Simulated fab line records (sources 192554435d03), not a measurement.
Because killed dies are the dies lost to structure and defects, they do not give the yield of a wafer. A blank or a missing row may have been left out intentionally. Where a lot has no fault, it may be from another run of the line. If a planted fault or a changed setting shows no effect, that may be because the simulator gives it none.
Matching of chambers | flow n5 finfet | N5_BEOL_M6_CVD_78 on cvd co-01: 3 sister chambers
The step deposits Co from CCTBA/H2, target thk 2 nm, time 142.3 s. 3 wafers are shown with their chamber, then 7 later ones without.

EACH WAFER AND ITS CHAMBER
wafer  | chamber | run length s (s)
L397.1 | 1       | 164.9
L396.2 | 0       | 164.9
L396.3 | 2       | 165.0

WAFERS WITH NO CHAMBER GIVEN
wafer  | run length s (s)
L396.4 | 164.3
L405.2 | 165.8
L405.3 | 164.3
L405.5 | 164.4
L406.1 | 165.0
L406.6 | 165.0
L407.6 | 165.0

WHICH CHAMBER EACH WENT THROUGH
wafer  | from the rows above          | in truth
L396.4 | can't be placed: 0 or 1 or 2 | 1
L405.2 | can't be placed: 2 or 0 or 1 | 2
L405.3 | can't be placed: 0 or 1 or 2 | 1
L405.5 | can't be placed: 0 or 1 or 2 | 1
L406.1 | can't be placed: 2 or 0 or 1 | 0
L406.6 | can't be placed: 2 or 0 or 1 | 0
L407.6 | can't be placed: 2 or 0 or 1 | 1
Correctly placed: 0 of 7. From these rows, 7 cannot be placed; in 7 the true chamber is one of the candidates. Number placed wrongly: 0.
How it was worked out, from the rows above alone: a wafer's distance from a chamber is the root of the sum, over the readings, of the square of ((its reading less the chamber's mean) divided by the reading's scatter). If the next closest chamber is less than 2 further off than the closest, the wafer can't be placed; otherwise it belongs to the closest. A chamber's mean is the mean of its shown wafers. The scatter: root of mean squared gap, hidden wafer to nearest shown wafer, with one shown wafer a chamber.
